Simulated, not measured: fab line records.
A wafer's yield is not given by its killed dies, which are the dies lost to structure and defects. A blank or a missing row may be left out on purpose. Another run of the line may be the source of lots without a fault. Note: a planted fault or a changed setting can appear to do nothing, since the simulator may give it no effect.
Chamber matching / flow nand_harc / NHARC_A_STAIRCASE_TRIM_12 on rie_diel-03 has 4 sister chambers
The step chemistry O2, time 211.2 s. 18 wafers are shown with their chamber, then 9 later ones without.

== WAFERS PAIRED WITH THEIR CHAMBERS ==
wafer=L077.4; chamber=2; drypump_motor_current_A (A)=5.2; oes_product_au (a.u.)=0.981; showerhead_plenum_p_Torr (Torr)=3.67
wafer=L077.5; chamber=0; drypump_motor_current_A (A)=6.3; oes_product_au (a.u.)=1.011; showerhead_plenum_p_Torr (Torr)=3.40
wafer=L077.6; chamber=1; drypump_motor_current_A (A)=6.2; oes_product_au (a.u.)=1.020; showerhead_plenum_p_Torr (Torr)=3.28
wafer=L079.2; chamber=2; drypump_motor_current_A (A)=5.2; oes_product_au (a.u.)=0.971; showerhead_plenum_p_Torr (Torr)=3.67
wafer=L079.3; chamber=3; drypump_motor_current_A (A)=5.4; oes_product_au (a.u.)=0.998; showerhead_plenum_p_Torr (Torr)=3.38
wafer=L079.6; chamber=0; drypump_motor_current_A (A)=6.2; oes_product_au (a.u.)=1.002; showerhead_plenum_p_Torr (Torr)=3.40
wafer=L081.1; chamber=0; drypump_motor_current_A (A)=6.3; oes_product_au (a.u.)=0.997; showerhead_plenum_p_Torr (Torr)=3.40
wafer=L081.3; chamber=2; drypump_motor_current_A (A)=5.2; oes_product_au (a.u.)=0.983; showerhead_plenum_p_Torr (Torr)=3.67
wafer=L081.5; chamber=1; drypump_motor_current_A (A)=6.2; oes_product_au (a.u.)=1.016; showerhead_plenum_p_Torr (Torr)=3.27
wafer=L084.3; chamber=3; drypump_motor_current_A (A)=5.4; oes_product_au (a.u.)=0.995; showerhead_plenum_p_Torr (Torr)=3.37
wafer=L084.5; chamber=2; drypump_motor_current_A (A)=5.2; oes_product_au (a.u.)=0.983; showerhead_plenum_p_Torr (Torr)=3.66
wafer=L084.6; chamber=3; drypump_motor_current_A (A)=5.4; oes_product_au (a.u.)=0.995; showerhead_plenum_p_Torr (Torr)=3.37
wafer=L085.2; chamber=3; drypump_motor_current_A (A)=5.4; oes_product_au (a.u.)=1.012; showerhead_plenum_p_Torr (Torr)=3.37
wafer=L085.3; chamber=0; drypump_motor_current_A (A)=6.3; oes_product_au (a.u.)=0.997; showerhead_plenum_p_Torr (Torr)=3.39
wafer=L085.5; chamber=2; drypump_motor_current_A (A)=5.3; oes_product_au (a.u.)=0.997; showerhead_plenum_p_Torr (Torr)=3.66
wafer=L087.2; chamber=1; drypump_motor_current_A (A)=6.2; oes_product_au (a.u.)=1.013; showerhead_plenum_p_Torr (Torr)=3.81
wafer=L087.3; chamber=0; drypump_motor_current_A (A)=6.3; oes_product_au (a.u.)=0.997; showerhead_plenum_p_Torr (Torr)=3.39
wafer=L087.5; chamber=3; drypump_motor_current_A (A)=5.3; oes_product_au (a.u.)=1.004; showerhead_plenum_p_Torr (Torr)=3.37

SIGNATURES (averages over the wafers above)
reading=drypump_motor_current_A; chamber 0=6.280; chamber 1=6.200; chamber 2=5.220; chamber 3=5.380; scatter within a chamber=0.0414
reading=oes_product_au; chamber 0=1.00080; chamber 1=1.01633; chamber 2=0.98300; chamber 3=1.00080; scatter within a chamber=0.00721
reading=showerhead_plenum_p_Torr; chamber 0=3.3960; chamber 1=3.4533; chamber 2=3.6660; chamber 3=3.3720; scatter within a chamber=0.117
Rule: a wafer lies at a distance from a chamber equal to the root of the sum of squares, over the readings, of (its reading less the chamber's mean, divided by the reading's scatter). The wafer belongs to the nearest chamber; if the next one is less than 2 further off, it can't be placed. How the scatter is found: for the shown wafers, subtract from each reading the mean of its chamber, square and add these, divide the total by (wafers less chambers), then take the root.

== WAFERS WITHOUT THEIR CHAMBER ==
wafer=L088.2; drypump_motor_current_A (A)=5.2; oes_product_au (a.u.)=1.000; showerhead_plenum_p_Torr (Torr)=3.66
wafer=L088.3; drypump_motor_current_A (A)=6.2; oes_product_au (a.u.)=1.017; showerhead_plenum_p_Torr (Torr)=3.80
wafer=L088.6; drypump_motor_current_A (A)=5.4; oes_product_au (a.u.)=1.012; showerhead_plenum_p_Torr (Torr)=3.36
wafer=L090.3; drypump_motor_current_A (A)=6.2; oes_product_au (a.u.)=1.004; showerhead_plenum_p_Torr (Torr)=3.80
wafer=L090.4; drypump_motor_current_A (A)=5.2; oes_product_au (a.u.)=0.999; showerhead_plenum_p_Torr (Torr)=3.65
wafer=L090.5; drypump_motor_current_A (A)=6.3; oes_product_au (a.u.)=0.990; showerhead_plenum_p_Torr (Torr)=3.39
wafer=L096.1; drypump_motor_current_A (A)=5.4; oes_product_au (a.u.)=1.010; showerhead_plenum_p_Torr (Torr)=3.35
wafer=L096.3; drypump_motor_current_A (A)=6.2; oes_product_au (a.u.)=1.001; showerhead_plenum_p_Torr (Torr)=3.79
wafer=L096.5; drypump_motor_current_A (A)=5.3; oes_product_au (a.u.)=0.999; showerhead_plenum_p_Torr (Torr)=3.35

== WHICH CHAMBER EACH ONE RAN IN ==
wafer=L088.2; from the rows above=2; in truth=2
wafer=L088.3; from the rows above=can't be placed: 1 or 0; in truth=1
wafer=L088.6; from the rows above=3; in truth=3
wafer=L090.3; from the rows above=can't be placed: 1 or 0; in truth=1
wafer=L090.4; from the rows above=2; in truth=2
wafer=L090.5; from the rows above=0; in truth=0
wafer=L096.1; from the rows above=3; in truth=3
wafer=L096.3; from the rows above=can't be placed: 1 or 0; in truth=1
wafer=L096.5; from the rows above=3; in truth=3
Placed correctly: 6 of 9. Cannot be placed on the basis of these rows: 3; the candidates contain the true chamber in 3. Placed wrongly: 0.
